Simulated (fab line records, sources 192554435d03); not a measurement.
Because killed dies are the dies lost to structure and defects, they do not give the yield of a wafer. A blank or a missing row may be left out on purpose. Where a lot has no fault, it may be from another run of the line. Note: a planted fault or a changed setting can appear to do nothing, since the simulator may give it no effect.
fab line records	flow n5_finfet
[record] lots = 15	wafers = 45	last_day = 20
route steps=1938 shown BEOL_M10@1533 BEOL_M11@1536
lots that met no fault: from a run of the same line without faults
start_h: hours from the record's opening day to when the first of the lot's shown wafers began	wait_h: hours from the lot's prior step to this one	" as in the row above	L1.1+2: several wafers, shown together as one row	- either no value or no given start	* or withheld: withheld	< > ~ a bound
route shown NAME@n: a module of which the file shows steps, and the number in the route of the first	usual: mean and standard deviation over wafers with no fault	same: alike in all rows	chamber/n: place in a boat	sites: each site's reading	_std_site: their standard deviation	_edge_site: inner sites' mean taken away from outer sites' mean	radius_mm: how far each site lies from the wafer's centre	mask NAME#n: copy n	behind: tool/chamber where the wafer was last shaped	hold: reason for holding the lot/hours on hold/outcome of the hold	device: the transistor (n, p or np) that didn't switch	end of line: tests run on the same wafers once the route is complete	step lacking rows: just its recipe	killed: at the first sort, the dies lost to defects and structure; wafer yield is something else	map: a wafer's dies, marking killed ones x, the rest . and places with no die _
set.NAME: setting as actually run; set.NAME@STEP: the setting as run at that earlier step	model.NAME: the simulator's own value behind a step, which no gauge read
route steps across a sampled set of lots; one table per step, one row per wafer
services: a tool's chamber out of use, with start hour (start_h, from the record's first day; less than 0 if before it), hours out, and reason
[[steps]]
[step N5_BEOL_M10_DEP_56]
[recipe] material = SiCN	target_thk_a = 150	temp_c = withheld	precursor = 3MS/NH3	pressure_torr = 3	rf_w = 202	time_s = 26.5
[usual] showerhead_plenum_p_Torr = 3.657/0.018	throttle_valve_pct = 9.0/0.43
lot.wafer	tool	chamber	start_h	wait_h	showerhead_plenum_p_Torr	throttle_valve_pct
L968.3	pecvd-04	0	263.94	0.0	3.670	9.9
L968.4	"	1	"	"	3.672	8.6
L968.5	"	0	"	"	3.665	9.6
L966.2	pecvd-04	1	280.26	0.0	3.678	8.8
L966.3	"	0	"	"	3.674	9.5
L966.4	"	0	"	"	3.656	9.3
L969.3	pecvd-04	1	284.18	0.0	3.680	8.5
L969.4	"	1	"	"	3.671	8.7
L969.5	"	2	"	"	3.665	8.6
L971.3	pecvd-04	0	287.79	0.0	3.666	9.6
L971.4	"	1	"	"	3.681	8.8
L971.6	"	0	"	"	3.663	9.5
L972.2	pecvd-04	2	289.05	0.0	3.655	8.8
L972.4	"	0	"	"	3.664	9.4
L972.6	"	2	"	"	3.657	8.5
L975.1	pecvd-01	0	311.55	0.0	3.659	9.8
L975.2	"	1	"	"	3.630	8.1
L975.6	"	2	"	"	3.647	8.7
L974.1	pecvd-02	1	312.86	0.0	3.672	8.8
L974.4	"	0	"	"	3.677	9.4
L974.6	"	2	"	"	3.630	9.3
L978.2	pecvd-01	0	337.37	0.0	3.663	9.6
L978.3	"	2	"	"	3.648	8.7
L978.4	"	2	"	"	3.639	9.0
L976.2	pecvd-02	2	342.67	0.0	3.640	9.3
L976.4	"	1	"	"	3.679	9.1
L976.5	"	0	"	"	3.675	9.4
L981.1	pecvd-02	2	363.07	0.0	3.632	9.1
L981.3	"	1	"	"	3.690	8.8
L981.4	"	2	"	"	3.625	9.2
L986.2	pecvd-02	2	368.48	0.1	3.626	9.4
L986.3	"	2	"	"	3.635	9.1
L986.6	"	2	"	"	3.627	9.3
L985.3	pecvd-01	0	382.24	0.0	3.670	9.6
L985.5	"	1	"	"	3.637	8.8
L985.6	"	2	"	"	3.645	8.9
L987.1	pecvd-01	2	411.76	0.0	3.645	8.9
L987.2	"	0	"	"	3.659	9.8
L987.3	"	1	"	"	3.635	8.8
L988.1	pecvd-01	2	412.44	0.0	3.644	8.7
L988.2	"	0	"	"	3.669	9.7
L988.4	"	0	"	"	3.664	9.6
L989.3	pecvd-01	1	433.15	0.0	3.638	8.6
L989.5	"	1	"	"	3.639	8.5
L989.6	"	2	"	"	3.644	8.8
[step N5_BEOL_M11_ILD_DEP_00]
[recipe] material = SiCOH_lowk	target_thk_a = 3085.1	temp_c = 300	precursor = DEMS/porogen	pressure_torr = 5	rf_w = 500	time_s = 58
[usual] heater_power_w = 295/33	showerhead_plenum_p_Torr = 5.731/0.017	susceptor_temp_C = 299.97/0.19	throttle_valve_pct = 13.6/0.74
lot.wafer	tool	chamber	start_h	wait_h	heater_power_w	showerhead_plenum_p_Torr	susceptor_temp_C	throttle_valve_pct
L968.3	pecvd-01	2	264.08	0.0	269	5.724	299.59	13.4
L968.4	"	2	"	"	277	5.732	299.83	13.4
L968.5	"	0	"	"	293	5.728	300.30	14.6
L966.2	pecvd-01	2	280.40	0.0	276	5.714	300.24	13.2
L966.3	"	0	"	"	302	5.744	299.66	14.7
L966.4	"	2	"	"	288	5.718	300.21	13.5
L969.3	pecvd-01	0	284.32	0.0	335	5.730	299.84	14.4
L969.4	"	2	"	"	282	5.703	300.17	13.2
L969.5	"	0	"	"	339	5.750	299.95	14.2
L971.3	pecvd-03	0	287.93	0.0	310	5.740	300.31	14.9
L971.4	"	1	"	"	318	5.735	300.12	13.5
L971.6	"	0	"	"	299	5.733	300.02	14.9
L972.2	pecvd-01	1	289.19	0.0	296	5.707	300.19	13.1
L972.4	"	1	"	"	307	5.700	299.75	13.3
L972.6	"	1	"	"	315	5.707	299.72	13.0
L975.1	pecvd-04	2	311.68	0.0	300	5.730	299.85	13.0
L975.2	"	1	"	"	302	5.751	300.11	13.1
L975.6	"	1	"	"	307	5.748	300.19	13.5
L974.1	pecvd-01	0	313.00	0.0	321	5.755	299.95	14.8
L974.4	"	1	"	"	323	5.692	300.21	12.9
L974.6	"	0	"	"	328	5.733	300.49	14.5
L978.2	pecvd-01	2	337.50	0.0	272	5.735	300.07	13.5
L978.3	"	1	"	"	329	5.697	299.91	12.8
L978.4	"	1	"	"	339	5.707	300.10	13.0
L976.2	pecvd-01	0	342.81	0.0	314	5.743	300.04	14.6
L976.4	"	1	"	"	334	5.701	300.16	13.0
L976.5	"	0	"	"	322	5.735	299.65	14.8
L981.1	pecvd-03	0	363.22	0.0	286	5.734	299.78	14.7
L981.3	"	1	"	"	274	5.726	299.46	13.6
L981.4	"	2	"	"	270	5.753	300.12	12.4
L986.2	pecvd-01	2	368.68	0.0	261	5.716	299.99	13.6
L986.3	"	1	"	"	342	5.706	299.79	13.0
L986.6	"	0	"	"	334	5.742	299.97	14.7
L985.3	pecvd-04	0	382.38	0.0	240	5.737	300.08	13.2
L985.5	"	0	"	"	189	5.729	300.06	13.1
L985.6	"	1	"	"	325	5.749	299.70	13.2
L987.1	pecvd-04	0	411.89	0.0	241	5.745	299.73	12.8
L987.2	"	2	"	"	258	5.723	300.04	13.0
L987.3	"	1	"	"	276	5.762	300.15	13.2
L988.1	pecvd-03	0	412.57	0.0	305	5.737	300.01	14.8
L988.2	"	2	"	"	316	5.746	299.88	12.5
L988.4	"	1	"	"	310	5.732	299.93	13.3
L989.3	pecvd-03	1	433.28	0.0	328	5.720	300.00	13.2
L989.5	"	1	"	"	331	5.715	299.95	13.4
L989.6	"	2	"	"	303	5.751	299.84	12.5
[step N5_BEOL_M11_DEVELOP_10]
[recipe] develop_time_s = 30	developer = TMAH	resist = CAR-ArF	rinse_liquid = diw	dry = air_spin	dev_temp_c = 23
[usual] chill_plate_temp_C = 23.01/0.087	develop_time_s = 30/0	developer_temp_C = 23.00/0.099	resist_line_temp_C = 22.99/0.1
lot.wafer	tool	chamber	start_h	wait_h	chill_plate_temp_C	develop_time_s	developer_temp_C	resist_line_temp_C
L968.3	litho_track-01	0	267.05	-	23.12	30	22.93	22.98
L968.4	"	0	"	"	23.18	30	23.01	22.95
L968.5	"	0	"	"	23.08	30	22.99	23.10
L966.2	litho_track-03	0	282.71	-	23.08	30	22.85	23.11
L966.3	"	0	"	"	22.92	30	22.87	23.12
L966.4	"	0	"	"	22.95	30	23.04	23.25
L969.3	litho_track-05	0	286.75	-	23.19	30	22.89	22.93
L969.4	"	0	"	"	23.01	30	23.03	23.00
L969.5	"	0	"	"	22.99	30	23.02	22.77
L971.3	litho_track-03	0	291.00	-	23.16	30	22.87	23.08
L971.4	"	0	"	"	23.02	30	22.88	22.83
L971.6	"	0	"	"	23.11	30	22.85	22.89
L972.2	litho_track-03	0	291.39	-	23.04	30	22.95	23.06
L972.4	"	0	"	"	23.01	30	22.93	23.03
L972.6	"	0	"	"	23.03	30	23.01	22.96
L975.1	litho_track-05	0	313.24	-	22.94	30	22.98	22.70
L975.2	"	0	"	"	22.92	30	22.91	22.81
L975.6	"	0	"	"	23.01	30	22.88	23.04
L974.1	litho_track-05	-	316.51	-	-	-	-	-
L974.4	"	-	"	"	-	-	-	-
L974.6	"	-	"	"	-	-	-	-
L978.2	litho_track-03	-	339.62	-	-	-	-	-
L978.3	"	-	"	"	-	-	-	-
L978.4	"	-	"	"	-	-	-	-
L976.2	litho_track-05	-	344.11	-	-	-	-	-
L976.4	"	-	"	"	-	-	-	-
L976.5	"	-	"	"	-	-	-	-
L981.1	litho_track-05	0	365.99	-	23.08	30	22.97	23.10
L981.3	"	0	"	"	23.11	30	22.99	23.08
L981.4	"	0	"	"	23.07	30	23.02	23.06
L986.2	litho_track-01	0	370.36	-	22.98	30	23.02	22.98
L986.3	"	0	"	"	23.08	30	22.93	22.93
L986.6	"	0	"	"	23.09	30	23.14	23.07
L985.3	litho_track-03	0	384.15	-	23.06	30	22.88	22.97
L985.5	"	0	"	"	22.87	30	22.91	22.98
L985.6	"	0	"	"	22.97	30	22.80	22.86
L987.1	litho_track-03	0	414.88	-	22.95	30	23.08	23.08
L987.2	"	0	"	"	23.08	30	23.05	23.19
L987.3	"	0	"	"	23.00	30	23.10	23.05
L988.1	litho_track-03	0	415.60	-	23.07	30	23.08	23.04
L988.2	"	0	"	"	22.99	30	23.08	23.09
L988.4	"	0	"	"	22.88	30	23.06	22.98
L989.3	litho_track-05	0	434.86	-	22.97	30	23.11	22.98
L989.5	"	0	"	"	23.10	30	23.05	23.04
L989.6	"	0	"	"	22.97	30	22.88	23.03
[step N5_BEOL_M11_OVL_MEAS_12]
[recipe] points_per_wafer = 44
[usual] M11_OVL = 0.1/0.77
lot.wafer	tool	chamber	start_h	wait_h	M11_OVL[nm]
L968.3	overlay-02	0	267.14	0.0	-0.7
L968.4	"	0	"	"	-1.0
L968.5	"	0	"	"	-0.2
L966.2	overlay-01	0	282.80	0.0	1.3
L966.3	"	0	"	"	-0.6
L966.4	"	0	"	"	-0.9
L969.3	overlay-02	0	286.84	0.0	0.0
L969.4	"	0	"	"	1.2
L969.5	"	0	"	"	-0.3
L971.3	overlay-01	0	291.08	0.0	0.5
L971.4	"	0	"	"	0.8
L971.6	"	0	"	"	1.6
L972.2	overlay-02	0	291.48	0.0	0.5
L972.4	"	0	"	"	1.2
L972.6	"	0	"	"	0.9
L975.1	overlay-02	0	313.32	0.0	0.6
L975.2	"	0	"	"	0.2
L975.6	"	0	"	"	1.3
L974.1	overlay-02	0	316.60	0.0	-
L974.4	"	0	"	"	-
L974.6	"	0	"	"	-
L978.2	overlay-01	0	339.71	0.0	-
L978.3	"	0	"	"	-
L978.4	"	0	"	"	-
L976.2	overlay-02	0	344.20	0.0	-
L976.4	"	0	"	"	-
L976.5	"	0	"	"	-
L981.1	overlay-02	0	366.08	0.0	-0.1
L981.3	"	0	"	"	0.7
L981.4	"	0	"	"	-0.8
L986.2	overlay-01	0	370.45	0.0	1.4
L986.3	"	0	"	"	0.6
L986.6	"	0	"	"	-0.3
L985.3	overlay-01	0	384.24	0.0	0.3
L985.5	"	0	"	"	0.6
L985.6	"	0	"	"	0.4
L987.1	overlay-01	0	414.97	0.0	0.8
L987.2	"	0	"	"	-1.0
L987.3	"	0	"	"	0.3
L988.1	overlay-01	0	415.68	0.0	0.1
L988.2	"	0	"	"	-0.9
L988.4	"	0	"	"	-0.9
L989.3	overlay-02	0	434.95	0.0	0.0
L989.5	"	0	"	"	-0.1
L989.6	"	0	"	"	-0.4
[[services]]
tool	chamber	start_h	hours	kind
pecvd-02	0	241.45	3.9	repair
pecvd-03	0	244.60	-	calibration
pecvd-01	-	266.95	2.8	pm
pecvd-01	1	278.52	4.2	repair
pecvd-01	2	284.94	19.7	repair
pecvd-04	-	296.71	4.4	repair
pecvd-02	1	314.06	5.5	scheduled_down
pecvd-04	0	336.82	-	clean
pecvd-04	0	336.82	29.5	scheduled_down
pecvd-04	0	336.82	29.5	vent_cycle
pecvd-02	0	355.07	39.7	repair
pecvd-02	1	366.88	2.1	scheduled_down
pecvd-03	1	378.82	2.1	scheduled_down
pecvd-02	1	394.72	-	clean
pecvd-02	1	394.72	-	consumable_replace:showerhead
pecvd-02	1	394.72	29.0	scheduled_down
pecvd-02	1	394.72	29.0	vent_cycle
pecvd-01	1	398.76	2.1	scheduled_down
[[key]]
[first_sign] step = N5_BEOL_M11_DEVELOP_10	reading = tool_record	direction = missing
effect none on later readings
met_at N5_BEOL_M11_DEVELOP_10
struck_lots L974,L976,L978
later_rows_left_out L974.1,L974.4,L974.6,L976.2,L976.4,L976.5,L978.2,L978.3,L978.4
sort_left_out L974.1,L974.4,L974.6,L976.2,L976.4,L976.5,L978.2,L978.3,L978.4
not_acting_at N5_BEOL_M10_DEP_56,N5_BEOL_M11_ILD_DEP_00,N5_BEOL_M11_OVL_MEAS_12
onset_between 313.24 316.51
[fault] kind = skipped_step_whole	tool = litho_track-03,litho_track-05	chamber = -	onset_h = 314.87	steps = N5_BEOL_M11_DEVELOP_10	scope = struck_lots_only
// sort_left_out: the simulated sort isn't trusted on such a fault, so these wafers' sort isn't shown, and their yield isn't known
// later_rows_left_out: the simulator's readings of these wafers behind a module that went badly wrong aren't trusted and aren't shown, but for the sort
